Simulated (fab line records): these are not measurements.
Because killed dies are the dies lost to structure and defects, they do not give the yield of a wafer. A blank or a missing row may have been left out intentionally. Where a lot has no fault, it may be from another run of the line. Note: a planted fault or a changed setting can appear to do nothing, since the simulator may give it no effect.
Split-lot study	flow n5Finfet	21 wafers read from 7 lots, route of 1938 steps

THE SPLIT ITSELF
At N5_BEOL_M5_COAT_74 (time 60 s, resist thk 5 nm), the setting spinRpm was moved away from the recipe's 1500 rpm on 6 of the 21 wafers read, by -7.7% to +9.6%. For the rest of the wafers, this setting stayed at what the recipe calls for.

FROM THE SPLIT TO THE READING: what the file shows between them, 4 steps
- N5_BEOL_M5_EXPOSE_25: exposes mask V4, defocus 10 nm (also split here: doseMj)
- N5_BEOL_M5_PEB_26: peb time 60 s
- N5_BEOL_M5_DEVELOP_27: develop time 30 s
- N5_BEOL_M5_DESCUM_33: chemistry O2, time 7 s

THE READING
etch.depthNm (the simulator's own value, which no gauge read), in nm, at N5_BEOL_M5_ETCH_75 (etches underlayer in N2/H2, target depth 6.5 nm, time 5.2 s). The file gives no usual value for it. Average 5.007 nm, standard deviation 0.014 nm, over the 15 wafers here run with the recipe.

wafer	tool, chamber at the split	spinRpm as run, rpm	against the recipe	etch.depthNm, nm	against lot-mates on the recipe
L078.2	lithoTrack-05, 0	1500	recipe	4.987	-
L078.5	lithoTrack-05, 0	1500	recipe	4.996	-
L078.6	lithoTrack-05, 0	1500	recipe	4.994	-
L081.1	lithoTrack-05, 0	1500	recipe	5.022	-
L081.4	lithoTrack-05, 0	1644	+9.6%	4.783	-0.237
L081.5	lithoTrack-05, 0	1500	recipe	5.018	-
L083.1	lithoTrack-03, 0	1563	+4.2%	4.892	-0.117
L083.2	lithoTrack-03, 0	1563	+4.2%	4.893	-0.116
L083.3	lithoTrack-03, 0	1500	recipe	5.009	-
L088.4	lithoTrack-03, 0	1500	recipe	5.01	-
L088.5	lithoTrack-03, 0	1500	recipe	5	-
L088.6	lithoTrack-03, 0	1560	+4.0%	4.903	-0.102
L089.2	lithoTrack-05, 0	1500	recipe	5.013	-
L089.3	lithoTrack-05, 0	1385	-7.7%	5.205	+0.192
L089.5	lithoTrack-05, 0	1385	-7.7%	5.21	+0.197
L090.1	lithoTrack-05, 0	1500	recipe	5.023	-
L090.2	lithoTrack-05, 0	1500	recipe	5.03	-
L090.4	lithoTrack-05, 0	1500	recipe	5.021	-
L093.1	lithoTrack-04, 0	1500	recipe	4.985	-
L093.2	lithoTrack-04, 0	1500	recipe	5.003	-
L093.6	lithoTrack-04, 0	1500	recipe	4.994	-

THE FIT
A straight line over all 21 wafers: etch.depthNm changes by -0.0253 nm for each +1% of spinRpm; r = -0.99; the points scatter about the line by 0.013 nm.
The same after taking each lot's own level away (the mean of its wafers on the recipe; 21 wafers): -0.0254 nm for each +1%; r = -1.00; scatter 0.0054 nm.
The reading moves by 0.24 nm for the largest change in spinRpm, on that fit.
Across the lots, their own levels run from 4.9923 to 5.0247 nm, a range of 2.4 times the standard deviation given above.
The two slopes are in agreement: the lot-to-lot level therefore moves the slope only a little.
Check: with one of the wafers moved furthest among these (+9.6%) left out of the fit, the line predicts -0.25 nm for it against its lot-mates. Against them it came out at -0.237 nm.

OTHER SPLITS APPLIED TO THESE WAFERS
These wafers also went through other splits before the reading. Each is held against what the fit with the lots' levels taken away leaves over:
other split on the same wafers	wafers away from the commonest value	r with etch.depthNm (lot level and that fit taken away)
N5_BEOL_M3_COAT_67 spinRpm	7	-0.03
N5_BEOL_M4_COAT_05 spinRpm	4	+0.23
N5_BEOL_M5_EXPOSE_25 doseMj	7	+0.17

THE FILE'S OWN FIT
etch.depthNm changes by -0.0253 nm for each +1% of spinRpm, r = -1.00.
